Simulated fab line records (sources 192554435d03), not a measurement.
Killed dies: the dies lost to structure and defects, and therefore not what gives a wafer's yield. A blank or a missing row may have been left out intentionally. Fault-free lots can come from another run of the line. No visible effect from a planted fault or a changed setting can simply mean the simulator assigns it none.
fab line records | flow n5-finfet
record lots=9 wafers=25 last-day=17
route steps=1938 shown BEOL_M1@799 BEOL_M4@1111 PASSIVATION@1936
lots with no fault: from the same line, run without faults
start-h: hours from the record's first day to the start of the lot's first wafer shown | wait-h: hours from the lot's prior step to this one | " identical to the entry in the row above | L1.1+2: several wafers, shown together as one row | - either no value or no given start | * or withheld: withheld | < > ~ a bound
route shown NAME@n: a module of which the file shows steps, and the number in the route of the first | usual: mean and standard deviation over wafers with no fault | same: alike in all rows | chamber/n: place in a boat | sites: each site's reading | _std_site: the values' standard deviation | _edge_site: the outer-site mean with the inner-site mean subtracted | radius-mm: how far each site lies from the wafer's centre | mask NAME#n: copy n | behind: the tool/chamber that last shaped the wafer | hold: reason for holding the lot/hours on hold/outcome of the hold | device: names the non-switching transistor (n, p or np) | end of line: the tests these same wafers got at the end of their route | a step with no rows: only its recipe | killed: dies lost to structure and defects at the first sort, not the wafer's yield | map: per-die view of a wafer (x killed, . not killed, _ where there is no die)
set.NAME: setting as actually run; set.NAME@STEP: the setting as run at that earlier step | model.NAME: the simulator's own value behind a step, which no gauge read
steps of the route over a sample of lots; a table a step, a row a wafer
services: a tool's chamber out of use, with start hour (start-h, from the record's first day; less than 0 if before it), hours out, and reason
## steps
# step N5_BEOL_M1_STRIP_36
# recipe chemistry=N2/H2 power-w=450 temp-c=40 pressure-mtorr=20 rf-frequency-hz=6e+07 overash-fraction=0.3 bias-power-w=7 h2-frac=0.5 n2-flow-sccm=200 h2-flow-sccm=200
# usual drypump-motor-current-A=5.77/0.24 n2-flow-sccm=200.2/0.67 oes-product-au=0.77/0.078 rf-vpp-V=59.4/1.5 showerhead-plenum-p-Torr=2.55/0.076 throttle-valve-pct=23.79/0.21
# columns lot.wafer tool chamber start-h wait-h drypump-motor-current-A n2-flow-sccm oes-product-au rf-hours-counter-h rf-vpp-V showerhead-plenum-p-Torr throttle-valve-pct
L526.3 rie-diel-03 1 184.70 0.0 6.21 199.8 0.69 193 58.7 2.42 23.83
L526.4 " 2 " " 5.53 199.8 0.92 8 61.1 2.71 23.40
L526.5 " 0 " " 5.37 199.9 0.70 - 60.5 2.52 24.10
L527.1 rie-diel-05 3 187.64 0.0 6.13 200.0 0.90 15 57.3 2.70 23.88
L527.2 " 0 " " 5.84 199.5 0.77 148 58.9 2.43 23.59
L527.4 " 1 " " 5.76 200.8 0.73 164 60.5 2.52 23.27
L529.2 rie-diel-05 3 191.10 0.0 6.16 200.5 0.92 16 59.8 2.70 23.87
L529.3 " 0 " " 5.86 199.2 0.77 149 57.9 2.43 23.56
L534.1 rie-diel-05 1 235.32 0.0 5.77 200.5 0.71 181 59.6 2.51 23.30
L534.2 " 0 " " 5.86 200.8 0.74 165 55.3 2.42 23.58
L536.1 rie-diel-06 1 241.37 0.0 5.93 199.4 0.72 189 60.0 2.64 23.77
L536.3 " 2 " " 5.53 199.5 0.69 227 60.2 2.52 23.86
L536.4 " 3 " " 5.79 200.5 0.87 55 58.6 2.58 23.92
L537.4 rie-diel-03 3 241.43 0.0 5.25 200.2 0.73 - 60.3 2.52 24.02
L537.5 " 1 " " 6.24 200.6 0.69 - 56.8 2.41 23.92
L537.6 " 0 " " 5.39 200.4 0.71 - 58.3 2.51 24.14
L538.2 rie-diel-06 0 261.38 0.0 5.84 200.2 0.71 176 58.0 2.51 23.92
L538.3 " 2 " " 5.51 200.4 0.70 232 56.6 2.52 23.85
L538.5 " 0 " " 5.83 199.8 0.72 - 58.9 2.51 23.95
L539.1 rie-diel-06 3 264.50 0.0 5.81 200.5 0.85 61 60.1 2.58 23.96
L539.2 " 0 " " 5.83 199.6 0.71 177 57.7 2.51 23.94
L539.3 " 2 " " 5.52 200.4 0.69 233 59.7 2.52 23.86
L540.3 rie-diel-06 1 267.79 0.0 5.89 199.2 0.71 197 60.8 2.63 23.77
L540.4 " 2 " " 5.52 201.3 0.69 234 57.3 2.52 23.88
L540.6 " 1 " " 5.92 198.9 0.71 - 57.0 2.63 23.82
# step N5_BEOL_M1_ALD_84
# recipe material=TaN target-thk-a=* temp-c=275 ald-precursor-family=PDMAT ald-co-reactant=NH3 pressure-torr=3 carrier-flow-sccm=1500 pulse-time-s=2 purge-time-s=3 co-reactant-purge-time-s=2 co-reactant-pulse-time-s=3 ald-cycles=30 precursor-vessel-temp-c=75 precursor-vessel-pressure-torr=26.25 precursor-vessel-carrier-sccm=1000
# usual ald-cycles=30/0 chamber-pressure-Torr=2.999/0.0061 heater-power-w=403/34
# columns lot.wafer tool chamber start-h wait-h ald-cycles chamber-pressure-Torr heater-power-w
L526.3 ald-metal-02 0 185.33 0.0 30 3.006 386
L526.4 " 3 " " 14 2.999 371
L526.5 " 1 " " 30 2.999 425
L527.1 ald-metal-02 1 188.80 0.0 14 2.994 430
L527.2 " 2 " " 30 3.002 387
L527.4 " 0 " " 14 3.009 400
L529.2 ald-metal-03 3 192.08 0.0 30 3.002 349
L529.3 " 1 " " 30 3.005 459
L534.1 ald-metal-04 2 236.29 0.3 30 3.001 470
L534.2 " 3 " " 30 2.998 377
L536.1 ald-metal-04 2 242.31 0.0 30 3.005 470
L536.3 " 0 " " 30 3.014 437
L536.4 " 0 " " 30 2.997 432
L537.4 ald-metal-03 3 242.36 0.0 30 3.005 352
L537.5 " 0 " " 30 2.989 368
L537.6 " 3 " " 30 2.999 343
L538.2 ald-metal-04 3 262.23 0.0 30 2.997 375
L538.3 " 0 " " 30 2.995 437
L538.5 " 2 " " 30 2.998 450
L539.1 ald-metal-02 1 265.26 0.0 30 2.994 420
L539.2 " 0 " " 30 2.993 391
L539.3 " 2 " " 30 2.993 388
L540.3 ald-metal-02 1 268.52 0.1 30 3.000 414
L540.4 " 0 " " 30 2.997 390
L540.6 " 3 " " 30 2.996 367
# step N5_BEOL_M1_SPUTTER_81
# recipe material=Cu target-thk-a=45 temp-c=-20 chamber-pressure-pa=0.07 power-w=withheld time-s=8.29
# usual throttle-valve-pct=29.8/1
# columns lot.wafer tool chamber start-h wait-h throttle-valve-pct
L526.3 pvd-sputter-01 - 186.24 0.1 29.8
L526.4 " - " " 30.7
L526.5 " - " " 30.9
L527.1 pvd-sputter-01 - 191.58 0.1 29.9
L527.2 " - " " 30.9
L527.4 " - " " 30.6
L529.2 pvd-sputter-02 - 193.15 0.1 30.2
L529.3 " - " " 28.6
L534.1 pvd-sputter-02 - 237.59 0.1 28.7
L534.2 " - " " 30.3
L536.1 pvd-sputter-03 - 243.31 0.1 30.7
L536.3 " - " " 29.2
L536.4 " - " " 30.2
L537.4 pvd-sputter-01 - 243.60 0.1 30.6
L537.5 " - " " 29.8
L537.6 " - " " 30.6
L538.2 pvd-sputter-03 - 263.30 0.1 30.4
L538.3 " - " " 29.2
L538.5 " - " " 30.0
L539.1 pvd-sputter-01 - 266.15 0.1 29.8
L539.2 " - " " 30.6
L539.3 " - " " 30.8
L540.3 pvd-sputter-01 - 269.43 0.1 30.9
L540.4 " - " " 29.8
L540.6 " - " " 28.1
# step N5_BEOL_M1_ANNEAL_89
# recipe temp-c=400 time-s=240 ambient=vacuum
# usual heater-power-w=815/78
# columns lot.wafer tool chamber start-h wait-h heater-power-w
L526.3 pvd-sputter-01 - 186.76 0.0 962
L526.4 " - " " 750
L526.5 " - " " 918
L527.1 pvd-sputter-01 - 192.10 0.0 966
L527.2 " - " " 928
L527.4 " - " " 760
L529.2 pvd-sputter-02 - 193.67 0.0 895
L529.3 " - " " 768
L534.1 pvd-sputter-02 - 238.11 0.0 761
L534.2 " - " " 878
L536.1 pvd-sputter-03 - 243.83 0.0 744
L536.3 " - " " 874
L536.4 " - " " 811
L537.4 pvd-sputter-01 - 244.12 0.0 750
L537.5 " - " " 931
L537.6 " - " " 752
L538.2 pvd-sputter-03 - 263.82 0.0 625
L538.3 " - " " 864
L538.5 " - " " 828
L539.1 pvd-sputter-01 - 266.67 0.0 936
L539.2 " - " " 762
L539.3 " - " " 911
L540.3 pvd-sputter-01 - 269.95 0.0 891
L540.4 " - " " 921
L540.6 " - " " 755
# step N5_BEOL_M4_RC_MEAS_101
# usual COMB_M1=5.6e-11/1.2e-11 COMB_M1_max_site=8e-11/1.8e-11 DIBL_N=36.6/2.1 DIBL_P=36.3/2.2 IOFF_N=0.16/0.036 IOFF_P=0.21/0.038 ION_N=671/12 ION_P=460/7.5 SS_N=71.8/0.72 SS_P=73.3/0.72 VT_N=250/3.2 VT_P=-250/3.5
# columns lot.wafer tool chamber start-h wait-h COMB_M1[S/m] COMB_M1_max_site[S/m] DIBL_N[mV/V] DIBL_P[mV/V] IOFF_N[nA/um] IOFF_P[nA/um] ION_N[uA/um] ION_P[uA/um] SS_N[mV/dec] SS_P[mV/dec] VT_N[mV] VT_P[mV]
L526.3 prober-02 0 218.80 0.3 5.4e-11 9e-11 34.4 35.1 0.13 0.19 663 456 70.9 72.4 252 -252
L526.4 " 0 " " 8.8e-10 1.872e-09 35.4 35.9 0.15 0.21 678 470 71.0 73.1 249 -249
L526.5 " 0 " " 5.3e-11 8.8e-11 32.6 33.4 0.11 0.16 666 461 70.7 72.5 252 -252
L527.1 prober-01 0 223.52 0.0 1.025e-09 1.234e-09 32.1 31.7 0.12 0.17 668 470 69.9 72.2 253 -250
L527.2 " 0 " " 4.3e-11 9.1e-11 36.3 35.6 0.18 0.24 686 471 72.0 73.1 248 -247
L527.4 " 0 " " 7.93e-10 9.96e-10 36.9 36.6 0.18 0.25 673 465 72.1 73.4 248 -246
L529.2 prober-01 0 227.19 0.2 4.6e-11 6.3e-11 36.3 36.0 0.15 0.20 648 449 71.5 72.8 251 -248
L529.3 " 0 " " 6.3e-11 7.5e-11 38.9 39.8 0.22 0.26 677 462 72.6 73.6 246 -245
L534.1 prober-02 0 272.36 0.0 5.5e-11 7.4e-11 32.8 32.3 0.12 0.17 668 464 70.8 73.3 254 -250
L534.2 " 0 " " 5.3e-11 6.8e-11 33.8 34.7 0.15 0.21 684 470 71.4 73.4 248 -248
L536.1 prober-01 0 279.65 0.0 4.7e-11 6.7e-11 37.1 38.6 0.14 0.21 657 457 71.7 74.2 252 -251
L536.3 " 0 " " 5.3e-11 9e-11 36.6 35.5 0.13 0.16 653 443 71.6 73.5 254 -257
L536.4 " 0 " " 5.3e-11 6.4e-11 35.7 35.3 0.12 0.16 648 447 71.1 72.5 255 -254
L537.4 prober-02 0 283.35 0.5 6e-11 8.2e-11 37.9 37.7 0.18 0.22 672 451 71.8 73.7 250 -253
L537.5 " 0 " " 5.2e-11 6.7e-11 35.5 35.2 0.14 0.19 667 457 71.7 72.5 254 -254
L537.6 " 0 " " 4e-11 6.5e-11 36.4 36.9 0.16 0.22 682 462 71.6 73.5 249 -251
L538.2 prober-01 0 290.95 0.2 7.7e-11 1.08e-10 37.2 35.3 0.16 0.24 658 456 72.2 73.5 251 -246
L538.3 " 0 " " 5.8e-11 7.2e-11 33.6 32.8 0.12 0.21 666 468 70.6 72.2 255 -249
L538.5 " 0 " " 5.3e-11 6.6e-11 34.7 33.9 0.14 0.21 667 469 70.3 72.7 247 -246
L539.1 prober-01 0 299.79 0.0 6e-11 9.1e-11 36.2 34.9 0.14 0.17 672 461 71.9 72.5 251 -255
L539.2 " 0 " " 4.4e-11 8e-11 36.7 35.4 0.14 0.19 673 463 71.5 73.0 250 -253
L539.3 " 0 " " 3.4e-11 5.2e-11 34.0 31.1 0.10 0.13 659 451 70.7 71.5 254 -258
L540.3 prober-02 0 300.27 0.3 4.8e-11 6.5e-11 35.4 34.1 0.15 0.20 671 462 70.7 73.4 250 -248
L540.4 " 0 " " 5.9e-11 6.9e-11 36.7 37.2 0.17 0.27 686 478 71.8 73.5 247 -245
L540.6 " 0 " " 5.5e-11 7.6e-11 36.5 36.3 0.16 0.23 678 467 71.5 74.0 249 -246
# sites COMB_M1 radius-mm=0,75,75,75,75,140,140,140,140
L526.3 9e-11 6.6e-11 4.1e-11 5.4e-11 4.9e-11 4.4e-11 4e-11 6.3e-11 6.5e-11
L527.1 1.081e-09 1.103e-09 8.47e-10 7.68e-10 1.194e-09 1.234e-09 1.001e-09 1.025e-09 9.7e-10
L529.2 5.1e-11 6.3e-11 3.7e-11 5.9e-11 5.2e-11 3.7e-11 4.6e-11 3.4e-11 4.2e-11
L534.1 5.5e-11 4.2e-11 4.3e-11 6.3e-11 7.4e-11 5.6e-11 6.1e-11 3.9e-11 3.2e-11
L536.1 4.7e-11 6.7e-11 4.9e-11 5.2e-11 4.2e-11 4.5e-11 4.4e-11 6.5e-11 4.3e-11
L537.4 7.2e-11 5.3e-11 8e-11 6e-11 4.3e-11 4.2e-11 8.2e-11 4.6e-11 7.2e-11
L538.2 1.01e-10 1e-10 7.7e-11 1.08e-10 8.5e-11 5.8e-11 7.6e-11 7e-11 7.3e-11
L539.1 5.1e-11 5.3e-11 6.1e-11 5.3e-11 6.7e-11 5.2e-11 6e-11 8.3e-11 9.1e-11
L540.3 5.9e-11 4.7e-11 5.3e-11 4.4e-11 3.5e-11 5.2e-11 6.5e-11 3.9e-11 4.8e-11
# step N5_PASSIVATION_PROBE_49
# usual defect-limited-yield=91.1/1.4 killed_at_M0_to_M3=33/9.1 killed_at_M4_up=14/5.6 killed-at-contacts=13/5.7 killed-at-front-end=42/12 killed-at-other=4/3 killed-dies=105/16 killed-on-rim=13/4 killed-open=69/11 killed-short=34/7.5 sort_bin_4_leakage=0.00/0.0072 sort_bin_5_function=5.2/0.91 sort_bin_6_memory=3.3/0.64 sort-n-pass=1075/16 sort-yield-pct=91.1/1.4
# same gross-dies=1180 killed-at-back-side=0 sort_bin_8_speed[%]=0
# columns lot.wafer tool chamber start-h wait-h defect-limited-yield[%] killed_at_M0_to_M3 killed_at_M4_up killed-at-contacts killed-at-front-end killed-at-other killed-dies killed-on-rim killed-open killed-short sort_bin_4_leakage[%] sort_bin_5_function[%] sort_bin_6_memory[%] sort-n-pass sort-yield-pct[%]
L526.3 prober-02 - 310.98 0.1 91.1 52 15 13 20 5 105 18 68 36 0 5.2 3.6 1075 91.1
L526.4 prober-02 - 311.03 0.2 57.1 442 12 12 36 4 506 56 51 39 35.08 4.4 3.1 674 57.1
L526.5 prober-02 - 311.08 0.2 93.8 27 12 11 23 0 73 7 53 20 0 3.7 2.2 1107 93.8
L527.1 prober-01 - 323.05 0.0 58.9 419 9 16 29 12 485 61 56 32 33.64 4.7 2.2 695 58.9
L527.2 prober-01 - 323.10 0.1 94.0 16 12 8 32 3 71 10 40 30 0 3.4 2.3 1109 94.0
L527.4 prober-01 - 323.20 0.2 57.7 424 10 8 53 4 499 64 59 33 34.07 4.3 3.3 681 57.7
L529.2 prober-02 - 326.55 0.1 91.4 32 20 10 37 3 102 11 72 28 0 5.5 2.8 1078 91.4
L529.3 prober-02 - 326.60 0.1 92.5 14 21 16 31 6 88 6 63 24 0 4.2 3.1 1092 92.5
L534.1 prober-01 - 368.26 0.0 95.0 27 9 1 18 4 59 10 31 27 0 3.5 1.4 1121 95.0
L534.2 prober-01 - 368.31 0.1 93.1 25 12 4 33 8 82 14 63 19 0 3.7 3.1 1098 93.1
L536.1 prober-02 - 378.85 0.0 90.4 33 6 10 62 2 113 16 83 26 0 5.8 3.6 1067 90.4
L536.4 prober-02 - 379.00 0.2 90.8 48 9 7 44 0 108 13 74 33 0 5.8 3.3 1072 90.8
L537.6 prober-01 - 382.79 0.3 90.2 45 14 15 41 1 116 18 73 38 0 5.6 4.0 1064 90.2
L538.2 prober-02 - 390.10 0.1 91.4 29 18 7 46 2 102 19 66 36 0 4.7 3.6 1078 91.4
L538.3 prober-02 - 390.15 0.1 92.5 41 6 10 31 1 89 12 51 37 0 4.4 2.9 1091 92.5
L538.5 prober-02 - 390.25 0.2 90.7 37 11 9 48 5 110 10 65 44 0 5.8 3.2 1070 90.7
L540.3 prober-01 - 410.74 0.1 89.2 23 13 17 65 10 128 16 79 42 0 6.4 3.9 1052 89.2
L540.4 prober-01 - 410.79 0.2 90.7 31 8 17 48 6 110 12 67 39 0 5.1 3.6 1070 90.7
L540.6 prober-01 - 410.89 0.3 91.0 31 9 12 50 4 106 12 65 37 0 4.9 3.8 1074 91.0
L539.1 prober-02 - 411.58 0.0 89.7 40 14 16 40 11 121 21 79 40 0 6.7 3.4 1059 89.7
L539.2 prober-02 - 411.63 0.1 89.0 42 24 15 45 4 130 15 97 33 0 5.5 5.1 1050 89.0
L539.3 prober-02 - 411.68 0.1 91.9 28 12 13 36 6 95 9 67 26 0 4.5 3.1 1085 91.9
# killed by level:class
L526.3 BEOL_M2:geometric-particle:open=20 MOL_CONTACT_COAG:geometric-particle:open=12 BEOL_M2:geometric-particle:short=7 BEOL_M3:geometric-particle:open=7 GATE_CUT:geometric-particle:short=6 BEOL_M1:geometric-particle:short=5 BEOL_M0_SAQP:geometric-particle:short=4 BEOL_M1:geometric-particle:open=4
L526.4 M1:area-ald=414 MOL_CONTACT_COAG:geometric-particle:open=10 STARTING-WAFER:geometric-particle:short=8 BEOL_M3:geometric-particle:open=7 BEOL_M2:geometric-particle:open=6 GATE_CUT:geometric-particle:short=5 BEOL_M0:geometric-particle:open=5 BEOL_M4:geometric-particle:open=5
L526.5 MOL_CONTACT_COAG:geometric-particle:open=8 BEOL_M4:geometric-particle:open=8 FIN_SAQP:geometric-particle:open=5 BEOL_M0_SAQP:geometric-particle:open=5 BEOL_M3:geometric-particle:open=5 BEOL_M1:geometric-particle:open=4 BEOL_M2:geometric-particle:open=4 BEOL_M3:geometric-particle:short=4
L527.1 M1:area-ald=397 MOL_CONTACT_COAG:geometric-particle:open=14 FIN_SAQP:geometric-particle:short=9 STI_FIN_REVEAL:geometric-particle:open=9 GATE_CUT:geometric-particle:short=5 BEOL_M2:geometric-particle:open=5 BEOL_M3:geometric-particle:open=5 PASS1_DEP:geometric-particle:open=5
L527.2 FIN_SAQP:geometric-particle:short=9 MOL_CONTACT_COAG:geometric-particle:open=6 BEOL_M4:geometric-particle:open=6 GATE_CUT:geometric-particle:short=4 BEOL_M0_SAQP:geometric-particle:short=4 BEOL_M2:geometric-particle:open=4 FIN_SAQP:geometric-particle:open=3 BEOL_M0_SAQP:geometric-particle:open=3
L527.4 M1:area-ald=402 STI_FIN_REVEAL:geometric-particle:open=14 FIN_SAQP:geometric-particle:short=12 BEOL_M3:geometric-particle:open=8 MOL_CONTACT_COAG:geometric-particle:open=7 GATE_CUT:geometric-particle:short=5 BEOL_M2:geometric-particle:open=5 BEOL_M4:geometric-particle:open=5
L529.2 FIN_SAQP:geometric-particle:open=15 BEOL_M4:geometric-particle:open=8 BEOL_M0_SAQP:geometric-particle:short=7 BEOL_M1:geometric-particle:open=7 BEOL_M3:geometric-particle:open=7 DUMMY_GATE:geometric-particle:open=6 MOL_CONTACT_COAG:geometric-particle:open=6 BEOL_M0_SAQP:geometric-particle:open=6
L529.3 MOL_CONTACT_COAG:geometric-particle:open=13 FIN_SAQP:geometric-particle:open=8 BEOL_M4:geometric-particle:open=8 DUMMY_GATE:geometric-particle:open=7 BEOL_M0_SAQP:geometric-particle:open=5 STI_FIN_REVEAL:geometric-particle:open=4 BEOL_M2:geometric-particle:open=4 FIN_SAQP:geometric-particle:short=3
L534.1 BEOL_M0_SAQP:geometric-particle:short=7 BEOL_M3:geometric-particle:open=7 FIN_SAQP:geometric-particle:short=6 BEOL_M1:geometric-particle:open=4 FIN_SAQP:geometric-particle:open=2 ILD0:geometric-particle:open=2 GATE_CUT:geometric-particle:open=2 BEOL_M1:geometric-particle:short=2
L534.2 STI_FIN_REVEAL:geometric-particle:open=13 BEOL_M1:geometric-particle:open=12 BEOL_M5:geometric-particle:open=5 BEOL_M0_SAQP:geometric-particle:open=5 FIN_CUT:geometric-particle:short=3 GATE_CUT:geometric-particle:open=3 MOL_CONTACT_COAG:geometric-particle:open=3 BEOL_M3:geometric-particle:open=3
L536.1 BEOL_M2:geometric-particle:open=20 FIN_SAQP:geometric-particle:open=18 FIN_SAQP:geometric-particle:short=10 MOL_CONTACT_COAG:geometric-particle:open=10 DUMMY_GATE:geometric-particle:open=9 STI_FIN_REVEAL:geometric-particle:open=5 GATE_CUT:geometric-particle:open=4 BEOL_M0_SAQP:geometric-particle:open=4
L536.4 BEOL_M2:geometric-particle:open=21 FIN_SAQP:geometric-particle:open=11 FIN_SAQP:geometric-particle:short=8 BEOL_M3:geometric-particle:open=8 BEOL_M0_SAQP:geometric-particle:short=6 STI_FIN_REVEAL:geometric-particle:open=6 BEOL_M2:geometric-particle:short=6 DUMMY_GATE:geometric-particle:open=5
L537.6 MOL_CONTACT_COAG:geometric-particle:open=13 STI_FIN_REVEAL:geometric-particle:open=12 BEOL_M0_SAQP:geometric-particle:open=12 BEOL_M0_SAQP:geometric-particle:short=11 GATE_CUT:geometric-particle:short=6 BEOL_M3:geometric-particle:open=6 FIN_SAQP:geometric-particle:open=4 DUMMY_GATE:geometric-particle:open=4
L538.2 BEOL_M1:geometric-particle:open=13 GATE_CUT:geometric-particle:short=10 BEOL_M4:geometric-particle:open=8 BEOL_M2:geometric-particle:open=7 GATE_CUT:geometric-particle:open=6 MOL_CONTACT_COAG:geometric-particle:open=6 STI_FIN_REVEAL:geometric-particle:open=5 STI_FIN_REVEAL:geometric-particle:short=5
L538.3 BEOL_M0_SAQP:geometric-particle:short=10 BEOL_M0_SAQP:geometric-particle:open=9 BEOL_M1:geometric-particle:open=8 BEOL_M3:geometric-particle:open=6 FIN_SAQP:geometric-particle:short=5 MOL_CONTACT_COAG:geometric-particle:open=5 MOL_CONTACT_COAG:geometric-particle:short=4 FIN_SAQP:geometric-particle:open=3
L538.5 FIN_SAQP:geometric-particle:short=10 MOL_CONTACT_COAG:geometric-particle:open=9 BEOL_M0_SAQP:geometric-particle:short=8 BEOL_M3:geometric-particle:open=8 FIN_SAQP:geometric-particle:open=6 ILD0:geometric-particle:open=6 GATE_CUT:geometric-particle:open=5 BEOL_M0_SAQP:geometric-particle:open=5
L540.3 STI_FIN_REVEAL:geometric-particle:open=17 FIN_SAQP:geometric-particle:short=16 FIN_SAQP:geometric-particle:open=13 MOL_CONTACT_COAG:geometric-particle:open=13 BEOL_M4:geometric-particle:open=7 MIM_TOP:geometric-particle:open=5 STI_FIN_REVEAL:geometric-particle:short=4 BEOL_M3:geometric-particle:open=4
L540.4 MOL_CONTACT_COAG:geometric-particle:open=12 FIN_SAQP:geometric-particle:open=10 FIN_SAQP:geometric-particle:short=9 STI_FIN_REVEAL:geometric-particle:open=9 BEOL_M0_SAQP:geometric-particle:open=6 BEOL_M2:geometric-particle:short=5 ILD0:geometric-particle:short=5 BEOL_M1:geometric-particle:open=5
L540.6 FIN_SAQP:geometric-particle:open=14 FIN_SAQP:geometric-particle:short=12 MOL_CONTACT_COAG:geometric-particle:open=10 BEOL_M1:geometric-particle:open=8 BEOL_M2:geometric-particle:open=6 STI_FIN_REVEAL:geometric-particle:open=5 STI_FIN_REVEAL:geometric-particle:short=4 BEOL_M4:geometric-particle:open=4
L539.1 STI_FIN_REVEAL:geometric-particle:open=15 BEOL_M1:geometric-particle:open=15 MOL_CONTACT_COAG:geometric-particle:open=13 BEOL_M0_SAQP:geometric-particle:short=11 MIM_TOP_ETCH:geometric-particle:short=7 FIN_SAQP:geometric-particle:short=6 BEOL_M4:geometric-particle:open=6 STARTING-WAFER:geometric-particle:open=6
L539.2 STI_FIN_REVEAL:geometric-particle:open=22 BEOL_M0_SAQP:geometric-particle:open=17 BEOL_M4:geometric-particle:open=13 MOL_CONTACT_COAG:geometric-particle:open=10 BEOL_M3:geometric-particle:open=8 BEOL_M0_SAQP:geometric-particle:short=6 MOL_CONTACT_COAG:geometric-particle:short=5 FIN_SAQP:geometric-particle:open=4
L539.3 STI_FIN_REVEAL:geometric-particle:open=13 MOL_CONTACT_COAG:geometric-particle:open=9 BEOL_M0_SAQP:geometric-particle:open=9 BEOL_M4:geometric-particle:open=6 BEOL_M0_SAQP:geometric-particle:short=6 BEOL_M1:geometric-particle:open=6 BEOL_M2:geometric-particle:open=5 STI_FIN_REVEAL:geometric-particle:short=4
## services
# columns tool chamber start-h hours kind
pvd-sputter-01 - 161.78 0.8 repair
ald-metal-04 - 181.93 6.0 pm
rie-diel-03 2 214.25 38.8 repair
ald-metal-03 - 217.57 1.8 repair
ald-metal-04 - 225.09 1.3 repair
ald-metal-04 1 236.48 6.2 repair
ald-metal-02 2 254.25 10.7 repair
## key
first-sign step=N5_BEOL_M1_ALD_84 reading=ald-cycles direction=down sigmas=99+ usual=* struck=*
effect step=N5_BEOL_M4_RC_MEAS_101 reading=COMB_M1 direction=up sigmas=73 usual=5.6e-11 struck=8.99e-10
effect step=N5_BEOL_M4_RC_MEAS_101 reading=COMB_M1_max_site direction=up sigmas=70 usual=8e-11 struck=1.367e-09
effect step=N5_PASSIVATION_PROBE_49 reading=sort_bin_4_leakage direction=up sigmas=99+ usual=0.00 struck=34.27
more-kills-born-at N5_BEOL_M1_ALD_84@ald-metal-02=1213
met-at N5_BEOL_M1_ALD_84
struck-lots L526,L527
struck-wafers L526.4,L527.1,L527.4
not-acting-at N5_BEOL_M1_STRIP_36,N5_BEOL_M1_SPUTTER_81,N5_BEOL_M1_ANNEAL_89
fault kind=process-parameter-drift tool=ald-metal-02 chamber=- onset-h=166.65 steps=N5_BEOL_M1_ALD_84 channel=ald-cycles offset=* shape=step end-h=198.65 scope=struck-wafers-only acts-in=* stated=*
